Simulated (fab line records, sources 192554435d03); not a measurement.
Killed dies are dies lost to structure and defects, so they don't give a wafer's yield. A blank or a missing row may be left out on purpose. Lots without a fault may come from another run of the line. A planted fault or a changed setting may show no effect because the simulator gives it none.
Which tool did it? | flow n5_finfet | 24 lots, 72 wafers sampled, at 5 steps of a route of 1938

WHAT THE GAUGES READ, wafer by wafer
N5_PMOS_HMC_CHANNEL_EPI_OVL_MEAS_10.
lot  | measured    | on         | PMOS_HMC_BLK_OVL (nm)
L074 | day 1 17:49 | overlay-02 | 0.1 0.0 -0.5
L075 | day 1 23:36 | overlay-02 | 0.2 -1.6 -0.7
L076 | day 2 05:03 | overlay-01 | 1.0 1.4 0.8
L077 | day 2 11:08 | overlay-02 | 0.9 0.1 0.7
L078 | day 2 17:13 | overlay-01 | -0.6 -1.3 -1.0
L079 | day 3 00:10 | overlay-01 | -0.4 -0.6 0.4
L080 | day 3 05:16 | overlay-02 | -0.9 -1.8 -1.4
L081 | day 3 11:04 | overlay-01 | -0.8 0.9 0.0
L082 | day 3 17:32 | overlay-01 | 0.7 0.9 0.5
L083 | day 3 23:26 | overlay-01 | -0.6 -0.5 0.2
L084 | day 4 05:22 | overlay-01 | 1.2 0.5 1.0
L085 | day 4 11:08 | overlay-01 | 0.1 -0.3 0.3
L086 | day 4 17:26 | overlay-01 | -0.8 0.2 0.3
L087 | day 4 23:48 | overlay-01 | 0.9 0.2 0.5
L088 | day 5 05:29 | overlay-02 | 0.1 0.7 -0.1
L089 | day 5 11:29 | overlay-01 | -1.0 0.7 -0.7
L090 | day 5 17:44 | overlay-01 | 2.0 0.8 1.0
L091 | day 5 23:30 | overlay-01 | 1.0 -0.1 0.4
L092 | day 6 05:31 | overlay-01 | 0.7 0.6 1.1
L093 | day 6 11:16 | overlay-02 | -0.2 -2.1 -0.7
L094 | day 6 18:03 | overlay-01 | 0.4 -0.2 -0.7
L095 | day 7 00:04 | overlay-02 | 1.3 1.3 1.1
L096 | day 7 05:21 | overlay-01 | 0.8 0.7 0.1
L097 | day 7 11:29 | overlay-01 | -0.4 -0.1 0.1

N5_FIN_SAQP_OVL_MEAS_17.
lot  | measured    | on         | FIN_CORE_OVL (nm)
L074 | day 1 22:21 | overlay-01 | 1.0 -1.0 -0.9
L075 | day 2 04:01 | overlay-01 | -0.3 -1.4 0.1
L076 | day 2 10:32 | overlay-01 | -0.8 -2.4 -1.2
L077 | day 2 15:12 | overlay-02 | -2.5 -2.1 -1.2
L078 | day 2 22:42 | overlay-01 | -1.1 -2.5 -0.1
L079 | day 3 05:26 | overlay-02 | -0.8 -1.0 -0.7
L080 | day 3 09:22 | overlay-02 | -1.7 -1.0 -1.1
L081 | day 3 15:50 | overlay-02 | 0.2 0.7 1.4
L082 | day 3 21:57 | overlay-02 | -1.5 -1.0 1.7
L083 | day 4 03:38 | overlay-01 | -0.2 -0.4 -1.0
L084 | day 4 09:40 | overlay-01 | -2.8 -2.2 -2.0
L085 | day 4 15:42 | overlay-01 | -1.2 -2.0 -1.3
L086 | day 4 21:46 | overlay-01 | -1.4 -1.0 -0.6
L087 | day 5 06:06 | overlay-02 | -1.0 -0.6 -0.8
L088 | day 5 10:02 | overlay-01 | 0.3 -0.5 -0.4
L089 | day 5 15:44 | overlay-02 | -0.5 0.3 -0.8
L090 | day 5 22:35 | overlay-01 | -1.0 -2.0 -1.4
L091 | day 6 04:08 | overlay-02 | -1.6 -1.8 -2.5
L092 | day 6 09:59 | overlay-01 | -0.2 0.0 -1.2
L093 | day 6 15:53 | overlay-01 | -1.6 -0.6 -1.3
L094 | day 6 22:25 | overlay-02 | -1.1 -1.4 -1.8
L095 | day 7 04:22 | overlay-02 | -1.3 -0.2 0.3
L096 | day 7 09:54 | overlay-02 | -1.7 -0.2 -0.3
L097 | day 7 15:59 | overlay-01 | -1.4 -1.2 -1.5

WHICH TOOL RAN EACH LOT (tool, then ch and the chambers of the sampled wafers, then the start)
lot  | N5_WELL_APT_EPI_41             | N5_PMOS_HMC_CHANNEL_EPI_CMP_21 | N5_FIN_SAQP_ALD_61
L074 | epi_rpcvd-02 ch 0, day 1 16:48 | cmp-02 ch 0,1, day 1 20:20     | ald_sin-02 ch 1,2, day 1 21:14
L075 | epi_rpcvd-02 ch 0, day 1 22:37 | cmp-02 ch 1,2, day 2 01:52     | ald_sin-02 ch 0,1,3, day 2 02:46
L076 | epi_rpcvd-03 ch 0, day 2 04:16 | cmp-02 ch 0,1,2, day 2 08:30   | ald_sin-02 ch 0,1, day 2 09:17
L077 | epi_rpcvd-02 ch 0, day 2 10:04 | cmp-04 ch 1,2,3, day 2 13:09   | ald_sin-02 ch 0,1,2, day 2 14:04
L078 | epi_rpcvd-03 ch 0, day 2 16:12 | cmp-04 ch 0,1,3, day 2 19:39   | ald_sin-03 ch 0,2,3, day 2 21:34
L079 | epi_rpcvd-02 ch 0, day 2 22:58 | cmp-02 ch 0,2,3, day 3 02:58   | ald_sin-03 ch 0,1,3, day 3 04:04
L080 | epi_rpcvd-04 ch 0, day 3 04:28 | cmp-02 ch 0,1,3, day 3 07:19   | ald_sin-04 ch 0,2,3, day 3 08:13
L081 | epi_rpcvd-03 ch 0, day 3 10:08 | cmp-01 ch 0,2,3, day 3 13:31   | ald_sin-02 ch 0,3, day 3 14:28
L082 | epi_rpcvd-02 ch 0, day 3 16:20 | cmp-02 ch 1,2,3, day 3 19:43   | ald_sin-04 ch 0,2,3, day 3 20:43
L083 | epi_rpcvd-02 ch 0, day 3 22:25 | cmp-01 ch 0,3, day 4 01:31     | ald_sin-03 ch 0,1,2, day 4 02:23
L084 | epi_rpcvd-02 ch 0, day 4 04:21 | cmp-02 ch 0,2,3, day 4 07:32   | ald_sin-02 ch 0,1,3, day 4 08:25
L085 | epi_rpcvd-02 ch 0, day 4 10:02 | cmp-02 ch 0,2,3, day 4 13:12   | ald_sin-04 ch 2,3, day 4 14:22
L086 | epi_rpcvd-03 ch 0, day 4 16:20 | cmp-01 ch 1,2, day 4 19:44     | ald_sin-04 ch 0,1, day 4 20:39
L087 | epi_rpcvd-02 ch 0, day 4 22:29 | cmp-02 ch 0,2,3, day 5 02:29   | ald_sin-04 ch 0,2,3, day 5 04:47
L088 | epi_rpcvd-03 ch 0, day 5 04:36 | cmp-04 ch 1,2, day 5 07:55     | ald_sin-04 ch 1,2, day 5 08:48
L089 | epi_rpcvd-02 ch 0, day 5 10:23 | cmp-02 ch 1,3, day 5 13:43     | ald_sin-02 ch 1,3, day 5 14:37
L090 | epi_rpcvd-03 ch 0, day 5 16:38 | cmp-02 ch 0,3, day 5 20:17     | ald_sin-02 ch 0,3, day 5 21:17
L091 | epi_rpcvd-04 ch 0, day 5 22:30 | cmp-02 ch 0,2, day 6 01:52     | ald_sin-02 ch 0,2,3, day 6 02:52
L092 | epi_rpcvd-02 ch 0, day 6 04:31 | cmp-04 ch 0,2, day 6 07:52     | ald_sin-03 ch 1,2,3, day 6 08:52
L093 | epi_rpcvd-04 ch 0, day 6 10:14 | cmp-04 ch 1,3, day 6 13:52     | ald_sin-02 ch 0,2, day 6 14:46
L094 | epi_rpcvd-03 ch 0, day 6 16:45 | cmp-04 ch 1,2, day 6 20:14     | ald_sin-02 ch 0,1,2, day 6 21:14
L095 | epi_rpcvd-02 ch 0, day 6 22:45 | cmp-01 ch 1,2, day 7 02:08     | ald_sin-04 ch 1,2,3, day 7 03:02
L096 | epi_rpcvd-04 ch 0, day 7 04:18 | cmp-01 ch 1,2,3, day 7 07:40   | ald_sin-03 ch 0,3, day 7 08:29
L097 | epi_rpcvd-02 ch 0, day 7 10:26 | cmp-02 ch 0,2,3, day 7 13:52   | ald_sin-03 ch 0,1,2, day 7 14:44
- N5_WELL_APT_EPI_41: deposits Si from SiH4/H2, target thk 50 nm, time 297.7 s.
- N5_PMOS_HMC_CHANNEL_EPI_CMP_21: polishes SiGe30, target thk 54 nm.
- N5_FIN_SAQP_ALD_61: deposits SiO2, target thk 4 nm, pulse time 1 s, purge time 2 s.

WHAT THE TOOLS THEMSELVES READ (means of the sampled wafers that have a number; where no wafer has one, the mark that the record gives instead)
N5_WELL_APT_EPI_41.
lot  | tool         | throttle_valve_pct (%)
L074 | epi_rpcvd-02 | 10.6
L075 | epi_rpcvd-02 | 10.9
L076 | epi_rpcvd-03 | 11.2
L077 | epi_rpcvd-02 | 10.7
L078 | epi_rpcvd-03 | 11.2
L079 | epi_rpcvd-02 | 10.8
L080 | epi_rpcvd-04 | 12.0
L081 | epi_rpcvd-03 | 11.3
L082 | epi_rpcvd-02 | 10.6
L083 | epi_rpcvd-02 | 10.8
L084 | epi_rpcvd-02 | 10.9
L085 | epi_rpcvd-02 | 10.7
L086 | epi_rpcvd-03 | 11.3
L087 | epi_rpcvd-02 | 10.7
L088 | epi_rpcvd-03 | 11.2
L089 | epi_rpcvd-02 | 10.8
L090 | epi_rpcvd-03 | 11.1
L091 | epi_rpcvd-04 | 12.0
L092 | epi_rpcvd-02 | 10.7
L093 | epi_rpcvd-04 | 12.1
L094 | epi_rpcvd-03 | 11.3
L095 | epi_rpcvd-02 | 10.8
L096 | epi_rpcvd-04 | 12.0
L097 | epi_rpcvd-02 | 10.9

N5_PMOS_HMC_CHANNEL_EPI_CMP_21.
lot  | tool   | edge_zone_pressure_frac | motor_current_A (A)
L074 | cmp-02 | 0.999                   | 12.1
L075 | cmp-02 | 1.000                   | 13.7
L076 | cmp-02 | 0.998                   | 13.0
L077 | cmp-04 | 1.000                   | 12.2
L078 | cmp-04 | 1.000                   | 11.9
L079 | cmp-02 | 1.005                   | 12.2
L080 | cmp-02 | 1.001                   | 11.6
L081 | cmp-01 | 0.999                   | 13.0
L082 | cmp-02 | 0.997                   | 12.8
L083 | cmp-01 | 1.003                   | 13.6
L084 | cmp-02 | 1.002                   | 12.4
L085 | cmp-02 | 0.997                   | 12.0
L086 | cmp-01 | 1.001                   | 12.1
L087 | cmp-02 | 0.996                   | 12.1
L088 | cmp-04 | 1.000                   | 10.9
L089 | cmp-02 | 1.004                   | 10.9
L090 | cmp-02 | 1.003                   | 11.0
L091 | cmp-02 | 1.001                   | 12.7
L092 | cmp-04 | 0.998                   | 12.0
L093 | cmp-04 | 0.996                   | 12.8
L094 | cmp-04 | 0.997                   | 11.9
L095 | cmp-01 | 1.004                   | 12.4
L096 | cmp-01 | 1.000                   | 12.3
L097 | cmp-02 | 1.004                   | 11.9

N5_FIN_SAQP_ALD_61.
lot  | tool       | heater_power_outer_w (W) | heater_power_w (W) | precursor_pulse_height_rel
L074 | ald_sin-02 | 271                      | 472                | 1.019
L075 | ald_sin-02 | 270                      | 486                | 1.006
L076 | ald_sin-02 | 265                      | 464                | 0.998
L077 | ald_sin-02 | 269                      | 489                | 0.997
L078 | ald_sin-03 | 258                      | 474                | 1.013
L079 | ald_sin-03 | 251                      | 454                | 1.016
L080 | ald_sin-04 | 306                      | 542                | 1.002
L081 | ald_sin-02 | 280                      | 509                | 0.991
L082 | ald_sin-04 | 309                      | 542                | 1.017
L083 | ald_sin-03 | 260                      | 479                | 1.004
L084 | ald_sin-02 | 269                      | 491                | 0.998
L085 | ald_sin-04 | 300                      | 525                | 0.999
L086 | ald_sin-04 | 268                      | 492                | 0.999
L087 | ald_sin-04 | 308                      | 548                | 1.016
L088 | ald_sin-04 | 275                      | 493                | 1.010
L089 | ald_sin-02 | 255                      | 440                | 0.991
L090 | ald_sin-02 | 253                      | 471                | 1.006
L091 | ald_sin-02 | 264                      | 479                | 0.999
L092 | ald_sin-03 | 251                      | 473                | 0.998
L093 | ald_sin-02 | 277                      | 493                | 1.003
L094 | ald_sin-02 | 269                      | 463                | 1.004
L095 | ald_sin-04 | 284                      | 503                | 1.014
L096 | ald_sin-03 | 257                      | 459                | 1.021
L097 | ald_sin-03 | 259                      | 473                | 1.000

THE ANSWER, worked out from the rows above alone
Rule: what is usual is taken from the lots themselves. Put in order of their means at a reading, lots are off if they are a third of the lots or fewer, leave a main group of 4 or more, and stand apart from it by a gap of 3 or more times the standard deviation of the main group's means; of several such gaps the widest counts. A main group whose means are all the same, to the digits that the tables above print for the reading, isn't used. A lot without any number at a reading at which 4 lots or more have one is off too. The other lots that the step has rows for count as sound. The gauges are gone through in route order, then the tools' own readings, and for those a lot's mean is taken as printed above. The first step at which some lot is off is used, and at that step the reading that is off furthest; a lot without a number counts as furthest.
No lot is off at any reading shown: from this, nothing can be told.

WHAT THE SIMULATOR HAD PUT IN
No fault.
